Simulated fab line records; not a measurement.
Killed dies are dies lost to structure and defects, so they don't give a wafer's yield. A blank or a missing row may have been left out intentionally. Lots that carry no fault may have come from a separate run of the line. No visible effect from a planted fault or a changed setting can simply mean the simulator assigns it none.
Which tool is to blame? || flow n5 finfet || Sampling: 23 lots, 69 wafers, 4 of 1938 route steps

WHAT EACH GAUGE READ, for each wafer
N5_BEOL_M13_THK_MEAS_01. Usual: M13_ILD_THK typically reads 839 nm, with standard deviation 12.
{"lot": "L074", "measured": "day 10 15:28", "on": "film metro-02", "M13_ILD_THK (nm)": "836 841 848", "flag": ""}
{"lot": "L075", "measured": "day 10 19:20", "on": "film metro-02", "M13_ILD_THK (nm)": "826 837 845", "flag": ""}
{"lot": "L077", "measured": "day 11 06:53", "on": "film metro-02", "M13_ILD_THK (nm)": "839 845 861", "flag": ""}
{"lot": "L078", "measured": "day 11 10:16", "on": "film metro-02", "M13_ILD_THK (nm)": "830 848 838", "flag": ""}
{"lot": "L079", "measured": "day 12 00:08", "on": "film metro-02", "M13_ILD_THK (nm)": "847 850 842", "flag": ""}
{"lot": "L080", "measured": "day 12 00:29", "on": "film metro-02", "M13_ILD_THK (nm)": "833 848 838", "flag": ""}
{"lot": "L082", "measured": "day 12 14:15", "on": "film metro-01", "M13_ILD_THK (nm)": "838 859 846", "flag": ""}
{"lot": "L083", "measured": "day 12 15:28", "on": "film metro-01", "M13_ILD_THK (nm)": "828 834 830", "flag": ""}
{"lot": "L081", "measured": "day 12 19:20", "on": "film metro-01", "M13_ILD_THK (nm)": "825 845 848", "flag": ""}
{"lot": "L084", "measured": "day 13 05:41", "on": "film metro-02", "M13_ILD_THK (nm)": "812 828 824", "flag": ""}
{"lot": "L086", "measured": "day 13 07:44", "on": "film metro-02", "M13_ILD_THK (nm)": "829 844 853", "flag": ""}
{"lot": "L085", "measured": "day 13 18:47", "on": "film metro-02", "M13_ILD_THK (nm)": "843 847 857", "flag": ""}
{"lot": "L087", "measured": "day 13 19:05", "on": "film metro-01", "M13_ILD_THK (nm)": "849 850 847", "flag": ""}
{"lot": "L088", "measured": "day 13 23:04", "on": "film metro-01", "M13_ILD_THK (nm)": "829 859 838", "flag": ""}
{"lot": "L089", "measured": "day 14 01:53", "on": "film metro-02", "M13_ILD_THK (nm)": "816 835 834", "flag": ""}
{"lot": "L090", "measured": "day 14 20:56", "on": "film metro-02", "M13_ILD_THK (nm)": "842 850 832", "flag": ""}
{"lot": "L091", "measured": "day 15 00:53", "on": "film metro-01", "M13_ILD_THK (nm)": "833 836 860", "flag": ""}
{"lot": "L092", "measured": "day 15 06:59", "on": "film metro-02", "M13_ILD_THK (nm)": "818 837 850", "flag": ""}
{"lot": "L093", "measured": "day 15 13:22", "on": "film metro-01", "M13_ILD_THK (nm)": "821 835 836", "flag": ""}
{"lot": "L094", "measured": "day 15 18:58", "on": "film metro-01", "M13_ILD_THK (nm)": "852 859 857", "flag": ""}
{"lot": "L095", "measured": "day 15 19:29", "on": "film metro-02", "M13_ILD_THK (nm)": "826 836 827", "flag": ""}
{"lot": "L097", "measured": "day 16 09:10", "on": "film metro-02", "M13_ILD_THK (nm)": "823 839 858", "flag": ""}
{"lot": "L096", "measured": "day 16 17:35", "on": "film metro-01", "M13_ILD_THK (nm)": "839 827 815", "flag": ""}

N5_BEOL_M13_INSPECT_12: inspects for defects (macro). Usual: raw defect count at 2.1, with a standard deviation of 1.5.
{"lot": "L074", "measured": "day 10 15:50", "on": "defect inspect-01", "raw defect count": "2 3 1", "flag": ""}
{"lot": "L075", "measured": "day 10 19:49", "on": "defect inspect-02", "raw defect count": "3 5 1", "flag": ""}
{"lot": "L077", "measured": "day 11 07:22", "on": "defect inspect-01", "raw defect count": "3 3 3", "flag": ""}
{"lot": "L078", "measured": "day 11 10:39", "on": "defect inspect-02", "raw defect count": "2 5 0", "flag": ""}
{"lot": "L079", "measured": "day 12 00:29", "on": "defect inspect-02", "raw defect count": "2 2 3", "flag": ""}
{"lot": "L080", "measured": "day 12 00:50", "on": "defect inspect-01", "raw defect count": "1 1 1", "flag": ""}
{"lot": "L082", "measured": "day 12 14:44", "on": "defect inspect-01", "raw defect count": "2 2 2", "flag": ""}
{"lot": "L083", "measured": "day 12 15:56", "on": "defect inspect-01", "raw defect count": "0 2 3", "flag": ""}
{"lot": "L081", "measured": "day 12 19:49", "on": "defect inspect-02", "raw defect count": "2 2 3", "flag": ""}
{"lot": "L084", "measured": "day 13 06:02", "on": "defect inspect-02", "raw defect count": "3 1 4", "flag": ""}
{"lot": "L086", "measured": "day 13 08:05", "on": "defect inspect-02", "raw defect count": "1 4 3", "flag": ""}
{"lot": "L085", "measured": "day 13 19:09", "on": "defect inspect-02", "raw defect count": "3 3 3", "flag": ""}
{"lot": "L087", "measured": "day 13 19:26", "on": "defect inspect-01", "raw defect count": "0 2 0", "flag": ""}
{"lot": "L088", "measured": "day 13 23:25", "on": "defect inspect-02", "raw defect count": "2 2 3", "flag": ""}
{"lot": "L089", "measured": "day 14 02:24", "on": "defect inspect-02", "raw defect count": "1 0 1", "flag": ""}
{"lot": "L090", "measured": "day 14 21:17", "on": "defect inspect-02", "raw defect count": "2 2 5", "flag": ""}
{"lot": "L091", "measured": "day 15 01:14", "on": "defect inspect-02", "raw defect count": "5 2 3", "flag": ""}
{"lot": "L092", "measured": "day 15 07:29", "on": "defect inspect-02", "raw defect count": "2 2 2", "flag": ""}
{"lot": "L093", "measured": "day 15 13:44", "on": "defect inspect-02", "raw defect count": "3 1 5", "flag": ""}
{"lot": "L094", "measured": "day 15 19:19", "on": "defect inspect-02", "raw defect count": "3 1 2", "flag": ""}
{"lot": "L095", "measured": "day 15 19:59", "on": "defect inspect-02", "raw defect count": "1 1 1", "flag": ""}
{"lot": "L097", "measured": "day 16 09:39", "on": "defect inspect-01", "raw defect count": "6 1 5", "flag": ""}
{"lot": "L096", "measured": "day 16 18:04", "on": "defect inspect-01", "raw defect count": "0 1 3", "flag": ""}

WHAT TOOL EACH LOT RAN ON (gives the tool, then ch and the chambers of the sampled wafers, and finally the start)
{"lot": "L074", "N5_BEOL_M12_ETCH_59": "rie diel-04 ch 0,1,3, day 10 09:50", "N5_BEOL_M12_CMP_49": "cmp-01 ch 1,2,3, day 10 14:52"}
{"lot": "L075", "N5_BEOL_M12_ETCH_59": "rie diel-01 ch 0,2, day 10 15:18", "N5_BEOL_M12_CMP_49": "cmp-03 ch 2,3, day 10 18:40"}
{"lot": "L077", "N5_BEOL_M12_ETCH_59": "rie diel-02 ch 0,3, day 11 03:03", "N5_BEOL_M12_CMP_49": "cmp-01 ch 1,3, day 11 06:14"}
{"lot": "L078", "N5_BEOL_M12_ETCH_59": "rie diel-04 ch 1,2, day 11 06:50", "N5_BEOL_M12_CMP_49": "cmp-03 ch 0,3, day 11 09:38"}
{"lot": "L079", "N5_BEOL_M12_ETCH_59": "rie diel-02 ch 0,1,3, day 11 13:01", "N5_BEOL_M12_CMP_49": "cmp-04 ch 0,1,3, day 11 23:26"}
{"lot": "L080", "N5_BEOL_M12_ETCH_59": "rie diel-02 ch 1,3, day 11 18:29", "N5_BEOL_M12_CMP_49": "cmp-04 ch 0,3, day 11 23:51"}
{"lot": "L082", "N5_BEOL_M12_ETCH_59": "rie diel-04 ch 0,1,3, day 12 07:34", "N5_BEOL_M12_CMP_49": "cmp-03 ch 0,1,3, day 12 11:56"}
{"lot": "L083", "N5_BEOL_M12_ETCH_59": "rie diel-02 ch 0,1, day 12 12:04", "N5_BEOL_M12_CMP_49": "cmp-03 ch 0,1,3, day 12 14:52"}
{"lot": "L081", "N5_BEOL_M12_ETCH_59": "rie diel-01 ch 1,2, day 12 14:40", "N5_BEOL_M12_CMP_49": "cmp-03 ch 1,3, day 12 18:41"}
{"lot": "L084", "N5_BEOL_M12_ETCH_59": "rie diel-01 ch 0,2, day 12 22:24", "N5_BEOL_M12_CMP_49": "cmp-01 ch 0,2,3, day 13 05:03"}
{"lot": "L086", "N5_BEOL_M12_ETCH_59": "rie diel-01 ch 1,2,3, day 12 23:16", "N5_BEOL_M12_CMP_49": "cmp-04 ch 0,1,3, day 13 07:05"}
{"lot": "L085", "N5_BEOL_M12_ETCH_59": "rie diel-04 ch 0,1, day 13 14:18", "N5_BEOL_M12_CMP_49": "cmp-03 ch 0,2,3, day 13 18:12"}
{"lot": "L087", "N5_BEOL_M12_ETCH_59": "rie diel-01 ch 1,2,3, day 13 15:13", "N5_BEOL_M12_CMP_49": "cmp-03 ch 0,2,3, day 13 18:34"}
{"lot": "L088", "N5_BEOL_M12_ETCH_59": "rie diel-04 ch 0,1, day 13 18:23", "N5_BEOL_M12_CMP_49": "cmp-01 ch 1,2, day 13 22:28"}
{"lot": "L089", "N5_BEOL_M12_ETCH_59": "rie diel-01 ch 1,2,3, day 13 21:04", "N5_BEOL_M12_CMP_49": "cmp-01 ch 0,1,3, day 14 01:17"}
{"lot": "L090", "N5_BEOL_M12_ETCH_59": "rie diel-01 ch 1,2,3, day 14 15:32", "N5_BEOL_M12_CMP_49": "cmp-04 ch 0,1, day 14 20:20"}
{"lot": "L091", "N5_BEOL_M12_ETCH_59": "rie diel-04 ch 1,2,3, day 14 21:18", "N5_BEOL_M12_CMP_49": "cmp-03 ch 1,3, day 15 00:17"}
{"lot": "L092", "N5_BEOL_M12_ETCH_59": "rie diel-02 ch 0,1,2, day 15 02:11", "N5_BEOL_M12_CMP_49": "cmp-03 ch 0,1,3, day 15 06:20"}
{"lot": "L093", "N5_BEOL_M12_ETCH_59": "rie diel-01 ch 0,2,3, day 15 06:58", "N5_BEOL_M12_CMP_49": "cmp-01 ch 0,2,3, day 15 12:39"}
{"lot": "L094", "N5_BEOL_M12_ETCH_59": "rie diel-02 ch 0,3, day 15 14:46", "N5_BEOL_M12_CMP_49": "cmp-04 ch 0,1, day 15 18:22"}
{"lot": "L095", "N5_BEOL_M12_ETCH_59": "rie diel-02 ch 0,1, day 15 15:36", "N5_BEOL_M12_CMP_49": "cmp-04 ch 0,3, day 15 18:54"}
{"lot": "L097", "N5_BEOL_M12_ETCH_59": "rie diel-04 ch 1,2, day 16 03:12", "N5_BEOL_M12_CMP_49": "cmp-03 ch 1,2,3, day 16 08:37"}
{"lot": "L096", "N5_BEOL_M12_ETCH_59": "rie diel-04 ch 0,1,3, day 16 07:08", "N5_BEOL_M12_CMP_49": "cmp-04 ch 1,2,3, day 16 16:59"}
- N5_BEOL_M12_ETCH_59: etches BARC in N2/H2, target depth 89 nm, overetch 26.7 nm, time 67.9 s.
- N5_BEOL_M12_CMP_49: polishes, stops on SiOC, t overpolish 20.6 s, target thk 320 nm.

WHAT THE TOOLS THEMSELVES READ (means of the sampled wafers that have a number; where no wafer has one, the mark that the record gives instead)
N5_BEOL_M12_ETCH_59. Usual: drypump motor current A 5.9 A, standard deviation 0.41; oes product au 0.70 a.u., standard deviation 0.064; rf fwd power W 834 W, standard deviation 3.2; rf vpp V 524.0 V, standard deviation 1.9; showerhead plenum p Torr 2.55 Torr, standard deviation 0.058; throttle valve pct 17.9 %, standard deviation 0.31.
{"lot": "L074", "tool": "rie diel-04", "drypump motor current A (A)": 5.9, "oes product au (a.u.)": 0.68, "rf fwd power W (W)": 834, "rf vpp V (V)": 522.6, "showerhead plenum p Torr (Torr)": 2.52, "throttle valve pct (%)": 17.9, "flag": ""}
{"lot": "L075", "tool": "rie diel-01", "drypump motor current A (A)": 6.1, "oes product au (a.u.)": 0.66, "rf fwd power W (W)": 833, "rf vpp V (V)": 521.2, "showerhead plenum p Torr (Torr)": 2.46, "throttle valve pct (%)": 18.0, "flag": ""}
{"lot": "L077", "tool": "rie diel-02", "drypump motor current A (A)": 5.7, "oes product au (a.u.)": 0.61, "rf fwd power W (W)": 830, "rf vpp V (V)": 524.7, "showerhead plenum p Torr (Torr)": 2.57, "throttle valve pct (%)": 18.0, "flag": ""}
{"lot": "L078", "tool": "rie diel-04", "drypump motor current A (A)": 5.8, "oes product au (a.u.)": 0.78, "rf fwd power W (W)": 836, "rf vpp V (V)": 524.4, "showerhead plenum p Torr (Torr)": 2.56, "throttle valve pct (%)": 17.8, "flag": ""}
{"lot": "L079", "tool": "rie diel-02", "drypump motor current A (A)": 5.9, "oes product au (a.u.)": 0.64, "rf fwd power W (W)": 834, "rf vpp V (V)": 524.0, "showerhead plenum p Torr (Torr)": 2.57, "throttle valve pct (%)": 18.0, "flag": ""}
{"lot": "L080", "tool": "rie diel-02", "drypump motor current A (A)": 6.0, "oes product au (a.u.)": 0.66, "rf fwd power W (W)": 836, "rf vpp V (V)": 525.1, "showerhead plenum p Torr (Torr)": 2.58, "throttle valve pct (%)": 17.9, "flag": ""}
{"lot": "L082", "tool": "rie diel-04", "drypump motor current A (A)": 5.9, "oes product au (a.u.)": 0.73, "rf fwd power W (W)": 838, "rf vpp V (V)": 523.5, "showerhead plenum p Torr (Torr)": 2.52, "throttle valve pct (%)": 17.8, "flag": ""}
{"lot": "L083", "tool": "rie diel-02", "drypump motor current A (A)": 6.2, "oes product au (a.u.)": 0.66, "rf fwd power W (W)": 834, "rf vpp V (V)": 524.0, "showerhead plenum p Torr (Torr)": 2.56, "throttle valve pct (%)": 18.0, "flag": ""}
{"lot": "L081", "tool": "rie diel-01", "drypump motor current A (A)": 6.2, "oes product au (a.u.)": 0.75, "rf fwd power W (W)": 829, "rf vpp V (V)": 525.2, "showerhead plenum p Torr (Torr)": 2.59, "throttle valve pct (%)": 17.6, "flag": ""}
{"lot": "L084", "tool": "rie diel-01", "drypump motor current A (A)": 6.1, "oes product au (a.u.)": 0.65, "rf fwd power W (W)": 833, "rf vpp V (V)": 521.8, "showerhead plenum p Torr (Torr)": 2.45, "throttle valve pct (%)": 18.0, "flag": ""}
{"lot": "L086", "tool": "rie diel-01", "drypump motor current A (A)": 6.0, "oes product au (a.u.)": 0.72, "rf fwd power W (W)": 834, "rf vpp V (V)": 524.8, "showerhead plenum p Torr (Torr)": 2.58, "throttle valve pct (%)": 17.9, "flag": ""}
{"lot": "L085", "tool": "rie diel-04", "drypump motor current A (A)": 6.1, "oes product au (a.u.)": 0.70, "rf fwd power W (W)": 834, "rf vpp V (V)": 522.8, "showerhead plenum p Torr (Torr)": 2.54, "throttle valve pct (%)": 17.6, "flag": ""}
{"lot": "L087", "tool": "rie diel-01", "drypump motor current A (A)": 6.0, "oes product au (a.u.)": 0.70, "rf fwd power W (W)": 831, "rf vpp V (V)": 524.5, "showerhead plenum p Torr (Torr)": 2.57, "throttle valve pct (%)": 17.9, "flag": ""}
{"lot": "L088", "tool": "rie diel-04", "drypump motor current A (A)": 6.1, "oes product au (a.u.)": 0.70, "rf fwd power W (W)": 837, "rf vpp V (V)": 523.5, "showerhead plenum p Torr (Torr)": 2.54, "throttle valve pct (%)": 17.6, "flag": ""}
{"lot": "L089", "tool": "rie diel-01", "drypump motor current A (A)": 5.9, "oes product au (a.u.)": 0.71, "rf fwd power W (W)": 833, "rf vpp V (V)": 524.0, "showerhead plenum p Torr (Torr)": 2.57, "throttle valve pct (%)": 17.9, "flag": ""}
{"lot": "L090", "tool": "rie diel-01", "drypump motor current A (A)": 6.0, "oes product au (a.u.)": 0.69, "rf fwd power W (W)": 832, "rf vpp V (V)": 524.4, "showerhead plenum p Torr (Torr)": 2.57, "throttle valve pct (%)": 17.9, "flag": ""}
{"lot": "L091", "tool": "rie diel-04", "drypump motor current A (A)": 5.7, "oes product au (a.u.)": 0.73, "rf fwd power W (W)": 837, "rf vpp V (V)": 522.4, "showerhead plenum p Torr (Torr)": 2.51, "throttle valve pct (%)": 18.0, "flag": ""}
{"lot": "L092", "tool": "rie diel-02", "drypump motor current A (A)": 6.1, "oes product au (a.u.)": 0.64, "rf fwd power W (W)": 834, "rf vpp V (V)": 523.5, "showerhead plenum p Torr (Torr)": 2.54, "throttle valve pct (%)": 18.0, "flag": ""}
{"lot": "L093", "tool": "rie diel-01", "drypump motor current A (A)": 6.0, "oes product au (a.u.)": 0.72, "rf fwd power W (W)": 833, "rf vpp V (V)": 526.0, "showerhead plenum p Torr (Torr)": 2.60, "throttle valve pct (%)": 17.9, "flag": ""}
{"lot": "L094", "tool": "rie diel-02", "drypump motor current A (A)": 5.7, "oes product au (a.u.)": 0.72, "rf fwd power W (W)": 834, "rf vpp V (V)": 525.2, "showerhead plenum p Torr (Torr)": 2.56, "throttle valve pct (%)": 17.8, "flag": ""}
{"lot": "L095", "tool": "rie diel-02", "drypump motor current A (A)": 6.2, "oes product au (a.u.)": 0.65, "rf fwd power W (W)": 830, "rf vpp V (V)": 523.5, "showerhead plenum p Torr (Torr)": 2.55, "throttle valve pct (%)": 18.1, "flag": ""}
{"lot": "L097", "tool": "rie diel-04", "drypump motor current A (A)": 6.2, "oes product au (a.u.)": 0.68, "rf fwd power W (W)": 835, "rf vpp V (V)": 522.6, "showerhead plenum p Torr (Torr)": 2.50, "throttle valve pct (%)": 17.9, "flag": ""}
{"lot": "L096", "tool": "rie diel-04", "drypump motor current A (A)": 5.9, "oes product au (a.u.)": 0.69, "rf fwd power W (W)": 834, "rf vpp V (V)": 522.8, "showerhead plenum p Torr (Torr)": 2.50, "throttle valve pct (%)": 17.9, "flag": ""}

N5_BEOL_M12_CMP_49. Usual: barrier field endpoint s 30.1 s, standard deviation 0.73; motor current A 5.7 A, standard deviation 0.48; overpolish run s 20.599 s, standard deviation 0.0084.
{"lot": "L074", "tool": "cmp-01", "barrier field endpoint s (s)": 31.2, "motor current A (A)": 5.2, "overpolish run s (s)": 20.599, "flag": ""}
{"lot": "L075", "tool": "cmp-03", "barrier field endpoint s (s)": 30.8, "motor current A (A)": 6.0, "overpolish run s (s)": 20.598, "flag": ""}
{"lot": "L077", "tool": "cmp-01", "barrier field endpoint s (s)": 30.5, "motor current A (A)": 5.2, "overpolish run s (s)": 20.592, "flag": ""}
{"lot": "L078", "tool": "cmp-03", "barrier field endpoint s (s)": 30.1, "motor current A (A)": 5.5, "overpolish run s (s)": 20.605, "flag": ""}
{"lot": "L079", "tool": "cmp-04", "barrier field endpoint s (s)": 30.2, "motor current A (A)": 5.8, "overpolish run s (s)": 20.599, "flag": ""}
{"lot": "L080", "tool": "cmp-04", "barrier field endpoint s (s)": 30.4, "motor current A (A)": 6.1, "overpolish run s (s)": 20.601, "flag": ""}
{"lot": "L082", "tool": "cmp-03", "barrier field endpoint s (s)": 30.8, "motor current A (A)": 5.9, "overpolish run s (s)": 20.597, "flag": ""}
{"lot": "L083", "tool": "cmp-03", "barrier field endpoint s (s)": 29.1, "motor current A (A)": 5.9, "overpolish run s (s)": 20.597, "flag": ""}
{"lot": "L081", "tool": "cmp-03", "barrier field endpoint s (s)": 31.2, "motor current A (A)": 5.7, "overpolish run s (s)": 20.605, "flag": ""}
{"lot": "L084", "tool": "cmp-01", "barrier field endpoint s (s)": 30.3, "motor current A (A)": 5.3, "overpolish run s (s)": 20.594, "flag": ""}
{"lot": "L086", "tool": "cmp-04", "barrier field endpoint s (s)": 30.0, "motor current A (A)": 5.9, "overpolish run s (s)": 20.592, "flag": ""}
{"lot": "L085", "tool": "cmp-03", "barrier field endpoint s (s)": 30.0, "motor current A (A)": 5.9, "overpolish run s (s)": 20.598, "flag": ""}
{"lot": "L087", "tool": "cmp-03", "barrier field endpoint s (s)": 28.7, "motor current A (A)": 6.0, "overpolish run s (s)": 20.604, "flag": ""}
{"lot": "L088", "tool": "cmp-01", "barrier field endpoint s (s)": 29.9, "motor current A (A)": 5.0, "overpolish run s (s)": 20.597, "flag": ""}
{"lot": "L089", "tool": "cmp-01", "barrier field endpoint s (s)": 30.2, "motor current A (A)": 5.3, "overpolish run s (s)": 20.598, "flag": ""}
{"lot": "L090", "tool": "cmp-04", "barrier field endpoint s (s)": 29.8, "motor current A (A)": 5.8, "overpolish run s (s)": 20.590, "flag": ""}
{"lot": "L091", "tool": "cmp-03", "barrier field endpoint s (s)": 29.4, "motor current A (A)": 5.7, "overpolish run s (s)": 20.587, "flag": ""}
{"lot": "L092", "tool": "cmp-03", "barrier field endpoint s (s)": 30.2, "motor current A (A)": 5.9, "overpolish run s (s)": 20.591, "flag": ""}
{"lot": "L093", "tool": "cmp-01", "barrier field endpoint s (s)": 29.4, "motor current A (A)": 5.5, "overpolish run s (s)": 20.607, "flag": ""}
{"lot": "L094", "tool": "cmp-04", "barrier field endpoint s (s)": 30.2, "motor current A (A)": 5.8, "overpolish run s (s)": 20.600, "flag": ""}
{"lot": "L095", "tool": "cmp-04", "barrier field endpoint s (s)": 30.4, "motor current A (A)": 6.0, "overpolish run s (s)": 20.602, "flag": ""}
{"lot": "L097", "tool": "cmp-03", "barrier field endpoint s (s)": 30.2, "motor current A (A)": 6.0, "overpolish run s (s)": 20.601, "flag": ""}
{"lot": "L096", "tool": "cmp-04", "barrier field endpoint s (s)": 30.2, "motor current A (A)": 5.7, "overpolish run s (s)": 20.590, "flag": ""}

THE ANSWER, worked out from the rows above alone
Rule: lot off if the mean of its wafers having a number is beyond 3 standard deviations from the usual mean. Also off: a lot with no number at a reading for which 4 or more lots have one. The other lots that the step has rows for count as sound. Order of review: gauges by route order, followed by the tools' own readings, for which a lot's mean as printed above is used. At the first step where some lot is off, the reading lying furthest off is the one used; lots without a number count as furthest.
No lot is off on any of the readings shown, so nothing can be concluded from this.

WHAT WAS PUT IN BY THE SIMULATOR
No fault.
